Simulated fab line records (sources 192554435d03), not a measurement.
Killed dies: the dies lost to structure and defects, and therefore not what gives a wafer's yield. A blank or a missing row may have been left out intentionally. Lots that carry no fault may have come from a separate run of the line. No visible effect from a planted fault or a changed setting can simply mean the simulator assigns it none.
fab line records	flow n5_finfet
record: lots: 6	wafers: 18	last_day: 19
route steps=1938 shown BEOL_M7@1293 PASSIVATION@1936
lots untouched by any fault: they come from a run of this same line in which no faults occurred
start_h: hours from the record's opening day to when the first of the lot's shown wafers began	wait_h: how many hours have passed since the lot's step before this one	" identical to the entry in the row above	L1.1+2: a row that stands for several wafers	- no value, or no start given	* or withheld: withheld	< > ~ a bound
route shown NAME@n: NAME is a module with steps in the file, n the number in the route of the first one	usual: mean/standard deviation taken from wafers without a fault	same: alike in all rows	chamber/n: place in a boat	sites: per-site readings	_std_site: how widely they spread, as a standard deviation	_edge_site: the outer-site mean with the inner-site mean subtracted	radius_mm: for every site, how far away it sits from the centre of the wafer	mask NAME#n: copy n	behind: tool/chamber where the wafer was last shaped	hold: what put the lot on hold/how long, in hours/how the hold closed	device: the transistor (n, p or np) that didn't switch	end of line: the route-end tests of the same wafers	a step given without rows: its recipe and nothing more	killed: dies that structure and defects cost at the first sort, which is not the same as the wafer's yield	map: a wafer's dies, marking killed ones x, the rest . and places with no die _
set.NAME: the setting the step ran with; set.NAME@STEP: the setting that earlier step ran with	model.NAME: the simulator's own value behind a step, which no gauge read
certain route steps with their lots: each step a table, each wafer a row
services: the hour from which a tool's chamber was out of use, counted from the record's first day as start_h (under 0 if before that day), plus the number of hours and why
== steps ==
step: N5_BEOL_M7_EXPOSE_25
recipe: mask_id: V6	na: 0.33	source_shape: annular	sigma_inner: 0.4	sigma_outer: 0.8	polarization: unpolarized	target_cd_nm: 40	dose_mj: 42.5
step: N5_BEOL_M7_PEB_26
recipe: peb_temp_c: 100	peb_time_s: 60	resist: CAR-EUV
step: N5_BEOL_M7_DEVELOP_27
recipe: develop_time_s: 30	developer: TMAH	resist: CAR-EUV	rinse_liquid: surfactant_rinse	dry: air_spin	dev_temp_c: 23
step: N5_BEOL_M7_CD_MEAS_28
recipe: target_cd_nm: 40	landing_energy_ev: 500	detector: se_inlens
usual: cd_nm: 39.96/0.22
lot.wafer	tool	chamber	start_h	wait_h	cd_nm
L815.3	cd_sem-02	0	209.12	-	40.13
L815.5	"	0	"	"	39.99
L815.6	"	0	"	"	39.95
L818.1	cd_sem-03	0	230.90	-	39.68
L818.2	"	0	"	"	39.71
L818.5	"	0	"	"	40.07
L826.2	cd_sem-02	0	284.57	-	40.01
L826.3	"	0	"	"	40.27
L826.5	"	0	"	"	39.87
L828.3	cd_sem-02	0	306.24	-	39.75
L828.5	"	0	"	"	39.80
L828.6	"	0	"	"	39.77
L813.1	cd_sem-03	0	333.77	-	40.26
L813.4	"	0	"	"	39.78
L813.6	"	0	"	"	40.10
L833.2	cd_sem-02	0	373.03	-	39.91
L833.5	"	0	"	"	39.81
L833.6	"	0	"	"	40.09
step: N5_BEOL_M7_OVL_MEAS_29
recipe: points_per_wafer: 522
usual: V6_OVL: -0.6/0.61
lot.wafer	tool	chamber	start_h	wait_h	V6_OVL[nm]
L815.3	overlay-02	0	209.16	0.0	-0.5
L815.5	"	0	"	"	-0.5
L815.6	"	0	"	"	-1.0
L818.1	overlay-02	0	230.93	0.0	0.3
L818.2	"	0	"	"	-0.4
L818.5	"	0	"	"	-0.7
L826.2	overlay-01	0	284.61	0.0	-0.3
L826.3	"	0	"	"	0.1
L826.5	"	0	"	"	-0.1
L828.3	overlay-01	0	306.28	0.0	0.1
L828.5	"	0	"	"	-0.3
L828.6	"	0	"	"	-1.2
L813.1	overlay-01	0	333.80	0.0	0.0
L813.4	"	0	"	"	-1.2
L813.6	"	0	"	"	-0.7
L833.2	overlay-02	0	373.06	0.0	-1.1
L833.5	"	0	"	"	-1.8
L833.6	"	0	"	"	-2.1
step: N5_BEOL_M7_INSPECT_30
recipe: mode: adi	inspect_instrument: brightfield
usual: raw_defect_count: 398/94
lot.wafer	tool	chamber	start_h	wait_h	raw_defect_count
L815.3	defect_inspect-01	-	209.20	0.0	517
L815.5	"	-	"	"	386
L815.6	"	-	"	"	407
L818.1	defect_inspect-02	-	230.99	0.1	325
L818.2	"	-	"	"	330
L818.5	"	-	"	"	422
L826.2	defect_inspect-01	-	284.66	0.0	371
L826.3	"	-	"	"	457
L826.5	"	-	"	"	451
L828.3	defect_inspect-01	-	306.33	0.0	379
L828.5	"	-	"	"	271
L828.6	"	-	"	"	302
L813.1	defect_inspect-02	-	333.86	0.1	355
L813.4	"	-	"	"	331
L813.6	"	-	"	"	441
L833.2	defect_inspect-01	-	373.12	0.0	369
L833.5	"	-	"	"	356
L833.6	"	-	"	"	310
step: N5_BEOL_M7_DESCUM_33
recipe: chemistry: O2	time_s: 7	source_power_w: 50	bias_power_w: 20	pressure_mtorr: 20	rf_frequency_hz: 2.712e+07	temp_c: 40	resist: CAR-EUV	o2_flow_sccm: 225
usual: drypump_motor_current_A: 5.5/0.36	oes_product_au: 0.80/0.085	rf_vpp_V: 243.4/1.5	showerhead_plenum_p_Torr: 2.11/0.07	throttle_valve_pct: 20.54/0.16
lot.wafer	tool	chamber	start_h	wait_h	drypump_motor_current_A	oes_product_au	rf_hours_counter_h	rf_vpp_V	showerhead_plenum_p_Torr	throttle_valve_pct
L815.3	rie_diel-05	2	209.24	0.0	5.6	0.74	165	241.7	2.01	20.74
L815.5	"	2	"	"	5.6	0.74	-	242.2	2.01	20.74
L815.6	"	3	"	"	5.3	0.74	-	241.8	1.99	20.37
L818.1	rie_diel-04	2	231.02	0.0	5.0	0.89	24	243.9	2.13	20.50
L818.2	"	0	"	"	5.5	0.72	208	244.1	2.19	20.41
L818.5	"	0	"	"	5.5	0.72	-	244.6	2.19	20.42
L826.2	rie_diel-04	0	284.69	0.0	5.5	0.71	223	244.9	2.18	20.44
L826.3	"	3	"	"	5.3	0.95	4	241.8	2.04	20.34
L826.5	"	2	"	"	5.0	0.86	-	242.9	2.12	20.52
L828.3	rie_diel-04	0	306.36	0.0	5.5	0.70	229	243.7	2.18	20.46
L828.5	"	2	"	"	5.0	0.84	-	242.7	2.12	20.52
L828.6	"	3	"	"	5.4	0.92	-	243.7	2.04	20.34
L813.1	rie_diel-05	1	333.95	0.1	6.2	0.77	128	243.4	2.09	20.50
L813.4	"	3	"	"	5.4	0.71	217	239.1	1.98	20.41
L813.6	"	3	"	"	5.4	0.72	-	242.5	1.98	20.41
L833.2	rie_diel-02	0	373.15	0.0	5.6	0.74	159	241.9	2.10	20.65
L833.5	"	0	"	"	5.5	0.74	-	243.1	2.10	20.67
L833.6	"	3	"	"	5.7	0.84	-	245.6	2.20	20.30
step: N5_BEOL_M7_ETCH_72
recipe: chemistry: N2/H2	target: underlayer	target_depth_a: 65	mask_material: CAR-EUV	time_s: 5.2	ion_energy_ev: 200	pressure_mtorr: 30	source_w: 840	bias_w: 150	n2_flow_sccm: 200	h2_flow_sccm: 200	ends: cleared
usual: drypump_motor_current_A: 5.5/0.36	etch_rf_on_time_s: 5.19/0.12	oes_product_au: 0.68/0.074	rf_fwd_power_W: 819.6/2.6	rf_vpp_V: 524.3/2.7	showerhead_plenum_p_Torr: 2.57/0.089	throttle_valve_pct: 18.00/0.19
lot.wafer	tool	chamber	start_h	wait_h	drypump_motor_current_A	etch_rf_on_time_s	oes_product_au	rf_fwd_power_W	rf_hours_counter_h	rf_vpp_V	showerhead_plenum_p_Torr	throttle_valve_pct
L815.3	rie_diel-05	2	209.27	0.0	5.7	5.20	0.64	816.3	165	518.1	2.42	18.06
L815.5	"	2	"	"	5.7	5.21	0.64	820.9	-	518.9	2.42	18.06
L815.6	"	3	"	"	5.4	5.20	0.63	817.6	-	520.6	2.41	17.77
L818.1	rie_diel-04	2	231.06	0.0	5.0	5.07	0.76	816.8	24	524.5	2.59	17.85
L818.2	"	0	"	"	5.4	5.09	0.62	823.7	208	526.5	2.63	17.76
L818.5	"	0	"	"	5.5	5.12	0.62	824.7	-	524.4	2.63	17.74
L826.2	rie_diel-04	0	284.73	0.0	5.5	5.08	0.61	819.8	223	526.1	2.63	17.77
L826.3	"	3	"	"	5.4	5.15	0.82	819.8	4	524.9	2.51	17.94
L826.5	"	2	"	"	5.0	4.98	0.74	822.8	-	525.8	2.58	17.86
L828.3	rie_diel-04	0	306.40	0.0	5.5	5.20	0.60	815.4	229	526.4	2.62	17.76
L828.5	"	2	"	"	5.0	5.15	0.73	816.6	-	526.8	2.58	17.88
L828.6	"	3	"	"	5.4	5.25	0.79	818.3	-	522.1	2.51	17.90
L813.1	rie_diel-05	1	333.98	0.0	6.2	5.21	0.65	819.4	128	522.7	2.57	18.29
L813.4	"	3	"	"	5.4	5.22	0.60	821.3	217	520.7	2.40	17.84
L813.6	"	3	"	"	5.3	5.23	0.61	822.6	-	518.8	2.40	17.83
L833.2	rie_diel-02	0	373.18	0.0	5.6	5.31	0.63	820.1	159	522.9	2.55	18.13
L833.5	"	0	"	"	5.6	5.30	0.62	823.4	-	524.4	2.55	18.15
L833.6	"	3	"	"	5.7	5.08	0.72	815.6	-	529.7	2.70	17.76
step: N5_BEOL_M7_ETCH_65
recipe: chemistry: CF4	target: SiARC	target_depth_a: 156	mask_material: CAR-EUV	time_s: 26	ion_energy_ev: 80	pressure_mtorr: 40	source_w: 545	bias_w: 36	Ar_flow_sccm: 100	cf4_flow_sccm: 100	ends: cleared
usual: drypump_motor_current_A: 5.5/0.36	etch_rf_on_time_s: 25.9/0.55	oes_product_au: 0.68/0.073	rf_fwd_power_W: 533.4/2.5	rf_vpp_V: 184.3/1.2	showerhead_plenum_p_Torr: 2.16/0.072	throttle_valve_pct: 15.72/0.11
lot.wafer	tool	chamber	start_h	wait_h	drypump_motor_current_A	etch_rf_on_time_s	oes_product_au	rf_fwd_power_W	rf_hours_counter_h	rf_vpp_V	showerhead_plenum_p_Torr	throttle_valve_pct
L815.3	rie_diel-05	2	209.29	0.0	5.6	26.1	0.63	529.5	165	182.6	2.04	15.80
L815.5	"	2	"	"	5.7	26.1	0.63	530.4	-	182.0	2.04	15.79
L815.6	"	3	"	"	5.4	26.2	0.63	535.1	-	183.5	2.07	15.72
L818.1	rie_diel-04	2	231.08	0.0	4.9	25.3	0.77	531.2	24	184.3	2.19	15.70
L818.2	"	0	"	"	5.4	25.6	0.63	530.2	208	182.7	2.22	15.58
L818.5	"	0	"	"	5.5	25.5	0.62	533.9	-	185.0	2.22	15.58
L826.2	rie_diel-04	0	284.75	0.0	5.4	25.7	0.61	530.8	223	185.9	2.22	15.60
L826.3	"	3	"	"	5.4	25.9	0.82	535.4	4	183.3	2.10	15.53
L826.5	"	2	"	"	4.9	25.2	0.74	529.6	-	183.4	2.19	15.71
L828.3	rie_diel-04	0	306.41	0.0	5.4	26.0	0.61	528.0	229	183.7	2.21	15.63
L828.5	"	2	"	"	5.0	25.3	0.73	531.0	-	185.0	2.18	15.71
L828.6	"	3	"	"	5.3	26.0	0.79	532.8	-	184.1	2.10	15.51
L813.1	rie_diel-05	1	334.00	0.0	6.2	26.4	0.65	530.7	128	185.8	2.15	15.73
L813.4	"	3	"	"	5.3	26.0	0.61	533.0	217	183.3	2.06	15.80
L813.6	"	3	"	"	5.3	26.3	0.60	532.0	-	182.2	2.06	15.80
L833.2	rie_diel-02	0	373.20	0.0	5.5	26.2	0.63	534.2	159	183.2	2.16	15.85
L833.5	"	0	"	"	5.6	26.1	0.63	535.2	-	185.1	2.16	15.87
L833.6	"	3	"	"	5.7	25.0	0.73	535.4	-	186.2	2.27	15.62
step: N5_BEOL_M7_ETCH_66
recipe: chemistry: N2/H2	target: SOC	target_depth_a: 800	overetch_a: 160	mask_material: SiARC	temp_c: 40	time_s: 120	ion_energy_ev: 200	pressure_mtorr: 30	source_w: 840	bias_w: 150	n2_flow_sccm: 200	h2_flow_sccm: 200
usual: drypump_motor_current_A: 5.5/0.36	oes_product_au: 0.61/0.061	rf_fwd_power_W: 836.6/2.6	rf_vpp_V: 524.4/2.5	showerhead_plenum_p_Torr: 2.57/0.089	throttle_valve_pct: 17.95/0.19
lot.wafer	tool	chamber	start_h	wait_h	drypump_motor_current_A	oes_product_au	rf_fwd_power_W	rf_hours_counter_h	rf_vpp_V	showerhead_plenum_p_Torr	throttle_valve_pct
L815.3	rie_diel-05	2	209.32	0.0	5.7	0.57	833.9	165	520.0	2.42	18.01
L815.5	"	2	"	"	5.7	0.57	836.8	-	520.0	2.42	18.01
L815.6	"	3	"	"	5.4	0.57	838.5	-	521.3	2.41	17.72
L818.1	rie_diel-04	2	231.10	0.0	5.0	0.68	835.5	24	525.5	2.59	17.77
L818.2	"	0	"	"	5.5	0.55	832.8	208	524.9	2.63	17.69
L818.5	"	0	"	"	5.5	0.55	833.1	-	524.8	2.63	17.69
L826.2	rie_diel-04	0	284.77	0.0	5.5	0.55	840.8	223	526.9	2.63	17.72
L826.3	"	3	"	"	5.4	0.73	838.9	4	522.8	2.51	17.87
L826.5	"	2	"	"	5.0	0.66	834.9	-	525.6	2.58	17.85
L828.3	rie_diel-04	0	306.44	0.0	5.5	0.55	837.5	229	525.1	2.62	17.74
L828.5	"	2	"	"	5.0	0.64	832.4	-	524.3	2.58	17.85
L828.6	"	3	"	"	5.4	0.72	834.8	-	522.3	2.51	17.87
L813.1	rie_diel-05	1	334.03	0.0	6.2	0.59	838.1	128	525.9	2.57	18.22
L813.4	"	3	"	"	5.4	0.55	836.9	217	518.5	2.40	17.77
L813.6	"	3	"	"	5.4	0.55	834.5	-	519.7	2.40	17.77
L833.2	rie_diel-02	0	373.23	0.0	5.6	0.56	842.9	159	522.9	2.55	18.10
L833.5	"	0	"	"	5.6	0.56	840.0	-	523.6	2.55	18.09
L833.6	"	3	"	"	5.7	0.64	836.1	-	527.0	2.70	17.73
step: N5_BEOL_M7_STRIP_69
recipe: chemistry: N2/H2	temp_c: 40	n2_flow_sccm: 200	h2_flow_sccm: 200	rf_frequency_hz: 6e+07
step: N5_BEOL_M7_STRIP_73
recipe: chemistry: N2/H2	temp_c: 40	n2_flow_sccm: 200	h2_flow_sccm: 200	rf_frequency_hz: 6e+07
step: N5_BEOL_M7_VIA_ETCH_34
recipe: chemistry: C4F6/O2	target: SiCOH_lowk	target_depth_a: 1255	mask_material: SOC	taper_deg: 4	time_s: 50.5	ion_energy_ev: 250	pressure_mtorr: 30	source_w: 345	bias_w: 185	Ar_flow_sccm: 300	C4F6_flow_sccm: 10	O2_flow_sccm: 10
usual: drypump_motor_current_A: 5.5/0.36	oes_f_703_au: 0.79/0.081	oes_o_777_au: 0.79/0.078	oes_product_au: 0.80/0.086	rf_fwd_power_W: 342.2/1.4	rf_vpp_V: 670/17	showerhead_plenum_p_Torr: 2.88/0.098	throttle_valve_pct: 21.05/0.15
lot.wafer	tool	chamber	start_h	wait_h	drypump_motor_current_A	oes_f_703_au	oes_o_777_au	oes_product_au	rf_fwd_power_W	rf_hours_counter_h	rf_vpp_V	showerhead_plenum_p_Torr	throttle_valve_pct	model.etch.depth_nm	model.SOC_of_BEOL_M7_COAT_63.thk_nm
L815.3	rie_diel-05	2	209.42	0.0	5.7	0.78	0.78	0.73	343.3	165	635	2.70	20.98	122.8	54
L815.5	"	2	"	"	5.7	0.77	0.78	0.74	343.0	-	634	2.70	20.99	123.7	54
L815.6	"	3	"	"	5.4	0.73	0.72	0.74	343.4	-	668	2.75	21.04	125.8	54
L818.1	rie_diel-04	2	231.20	0.0	5.0	0.87	0.87	0.90	340.2	24	682	2.92	21.10	128.3	53.8
L818.2	"	0	"	"	5.4	0.73	0.76	0.73	342.1	208	688	2.95	20.77	125.6	53.8
L818.5	"	0	"	"	5.4	0.73	0.76	0.73	342.2	-	686	2.95	20.78	126.9	53.6
L826.2	rie_diel-04	0	284.87	0.0	5.5	0.72	0.74	0.71	342.5	223	686	2.94	20.77	123.2	53.4
L826.3	"	3	"	"	5.4	0.94	0.95	0.95	342.7	4	675	2.78	20.81	123.7	53.6
L826.5	"	2	"	"	5.0	1.11	1.06	0.92	424.7	-	613	2.91	21.13	139.1	52.8
L828.3	rie_diel-04	0	306.54	0.0	5.5	0.72	0.74	0.71	340.4	229	686	2.94	20.81	125.6	54
L828.5	"	2	"	"	5.0	1.10	1.06	0.92	424.3	-	613	2.91	21.16	140.8	53.4
L828.6	"	3	"	"	5.3	0.94	0.93	0.94	341.1	-	678	2.78	20.83	124.9	54.2
L813.1	rie_diel-05	1	334.13	0.0	6.1	0.78	0.78	0.77	340.6	128	670	2.85	21.00	124.4	54.4
L813.4	"	3	"	"	5.3	0.70	0.69	0.71	340.9	217	668	2.74	21.08	125.4	54.4
L813.6	"	3	"	"	5.3	0.71	0.70	0.71	341.2	-	669	2.74	21.09	124.2	54.6
L833.2	rie_diel-02	0	373.33	0.0	5.5	0.72	0.72	0.74	341.4	159	659	2.87	21.19	125.4	53.6
L833.5	"	0	"	"	5.6	0.72	0.73	0.74	342.3	-	659	2.87	21.17	124.1	53.6
L833.6	"	3	"	"	5.7	0.84	0.83	0.85	341.0	-	656	3.03	20.98	128.4	53.6
step: N5_BEOL_M7_STRIP_76
recipe: chemistry: C4F6/O2	resist: SiARC	rf_frequency_hz: 6e+07
step: N5_PASSIVATION_PROBE_49
usual: defect_limited_yield: 91.0/1.3	killed_at_M0_to_M3: 33/10	killed_at_M4_up: 14/5.6	killed_at_contacts: 12/5.8	killed_at_front_end: 43/11	killed_at_other: 4.1/2.8	killed_dies: 106/15	killed_open: 70/12	killed_short: 34/7.5	sort_bin_4_leakage: 0.00/0.0099	sort_bin_5_function: 5.3/0.88	sort_bin_6_memory: 3.3/0.64	sort_bin_8_speed: 0.00/0.016	sort_n_pass: 1074/15	sort_yield_pct: 91.0/1.3
same: gross_dies: 1180	killed_at_back_side: 0
lot.wafer	tool	chamber	start_h	wait_h	defect_limited_yield[%]	killed_at_M0_to_M3	killed_at_M4_up	killed_at_contacts	killed_at_front_end	killed_at_other	killed_dies	killed_open	killed_short	sort_bin_4_leakage[%]	sort_bin_5_function[%]	sort_bin_6_memory[%]	sort_bin_8_speed[%]	sort_n_pass	sort_yield_pct[%]
L826.2	prober-01	-	356.75	0.1	91.4	27	26	11	37	1	102	69	29	0	5.3	3.1	0	1078	91.4
L826.3	prober-01	-	356.80	0.1	90.2	48	24	4	40	0	116	88	25	0	5.4	4.2	0	1064	90.2
L826.5	prober-01	-	356.90	0.2	89.3	41	15	14	54	2	126	82	40	0	5.7	4.2	0	1054	89.3
L813.1	prober-01	-	408.06	0.0	89.3	34	21	18	52	1	126	78	47	0	6.2	4.4	0	1054	89.3
L813.4	prober-01	-	408.21	0.2	90.5	22	20	10	59	1	112	79	33	0	6.2	3.2	0	1068	90.5
L813.6	prober-01	-	408.31	0.3	88.6	35	21	18	57	4	135	82	52	0	6.4	4.4	0	1045	88.6
killed by level:class
L826.2 STI_FIN_REVEAL:geometric_particle:open=9 BEOL_M4:geometric_particle:open=9 MOL_CONTACT_COAG:geometric_particle:open=8 FIN_SAQP:geometric_particle:open=7 BEOL_M2:geometric_particle:open=7 FIN_SAQP:geometric_particle:short=6 BEOL_M1:geometric_particle:open=5 BEOL_M3:geometric_particle:open=4
L826.3 BEOL_M2:geometric_particle:open=15 BEOL_M4:geometric_particle:open=13 BEOL_M0_SAQP:geometric_particle:open=11 FIN_SAQP:geometric_particle:short=9 STI_FIN_REVEAL:geometric_particle:open=9 FIN_SAQP:geometric_particle:open=7 BEOL_M1:geometric_particle:open=7 BEOL_M0_SAQP:geometric_particle:short=6
L826.5 FIN_SAQP:geometric_particle:open=14 FIN_SAQP:geometric_particle:short=14 STI_FIN_REVEAL:geometric_particle:open=11 MOL_CONTACT_COAG:geometric_particle:open=10 BEOL_M3:geometric_particle:open=8 BEOL_M1:geometric_particle:open=6 BEOL_M0_SAQP:geometric_particle:short=6 BEOL_M0_SAQP:geometric_particle:open=6
L813.1 FIN_SAQP:geometric_particle:open=15 MOL_CONTACT_COAG:geometric_particle:open=14 BEOL_M0_SAQP:geometric_particle:short=12 BEOL_M4:geometric_particle:open=10 STI_FIN_REVEAL:geometric_particle:open=8 FIN_SAQP:geometric_particle:short=7 BEOL_M0_SAQP:geometric_particle:open=7 GATE_CUT:geometric_particle:short=6
L813.4 FIN_SAQP:geometric_particle:open=22 FIN_SAQP:geometric_particle:short=16 MOL_CONTACT_COAG:geometric_particle:open=10 BEOL_M3:geometric_particle:open=8 BEOL_M4:geometric_particle:open=8 STI_FIN_REVEAL:geometric_particle:open=6 GATE_CUT:geometric_particle:open=3 GATE_CUT:geometric_particle:short=3
L813.6 MOL_CONTACT_COAG:geometric_particle:open=13 STI_FIN_REVEAL:geometric_particle:open=12 BEOL_M2:geometric_particle:open=11 GATE_CUT:geometric_particle:short=9 FIN_SAQP:geometric_particle:short=8 GATE_CUT:geometric_particle:open=7 BEOL_M0_SAQP:geometric_particle:short=7 BEOL_M0_SAQP:geometric_particle:open=7
== services ==
tool	chamber	start_h	hours	kind
rie_diel-05	1	213.02	4.7	repair
rie_diel-04	1	214.95	6.7	repair
rie_diel-04	1	222.61	13.5	repair
rie_diel-05	1	230.47	5.5	repair
rie_diel-02	1	230.65	2.4	repair
rie_diel-04	3	248.14	-	clean
rie_diel-04	3	248.14	-	consumable_replace:focus_ring
rie_diel-04	3	248.14	17.8	scheduled_down
rie_diel-04	3	248.14	17.8	vent_cycle
rie_diel-05	3	263.47	13.5	repair
rie_diel-02	3	294.20	9.6	repair
rie_diel-04	3	330.35	22.4	repair
rie_diel-04	0	370.65	-	clean
rie_diel-04	0	370.65	-	consumable_replace:focus_ring
rie_diel-04	0	370.65	17.5	scheduled_down
rie_diel-04	0	370.65	17.5	vent_cycle
== key ==
first_sign: step: N5_BEOL_M7_VIA_ETCH_34	reading: rf_fwd_power_W	direction: up	sigmas: 60	usual: *	struck: *
effect: step: N5_BEOL_M7_VIA_ETCH_34	reading: oes_f_703_au	direction: up	sigmas: 3.9	usual: 0.79	struck: 1.11
model_effect: step: N5_BEOL_M7_VIA_ETCH_34	value: etch.depth_nm	without: 128.7	struck: 139.9
met_at N5_BEOL_M7_VIA_ETCH_34
struck_wafers L826.5,L828.5
onset_between 231.20 284.87
fault: kind: process_parameter_drift	tool: rie_diel-04	chamber: 2	onset_h: 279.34	steps: N5_BEOL_M7_VIA_ETCH_34	channel: source_w	offset: 82.8	shape: step	end_h: 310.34	acts_in: these_recipes_only	stated: 345
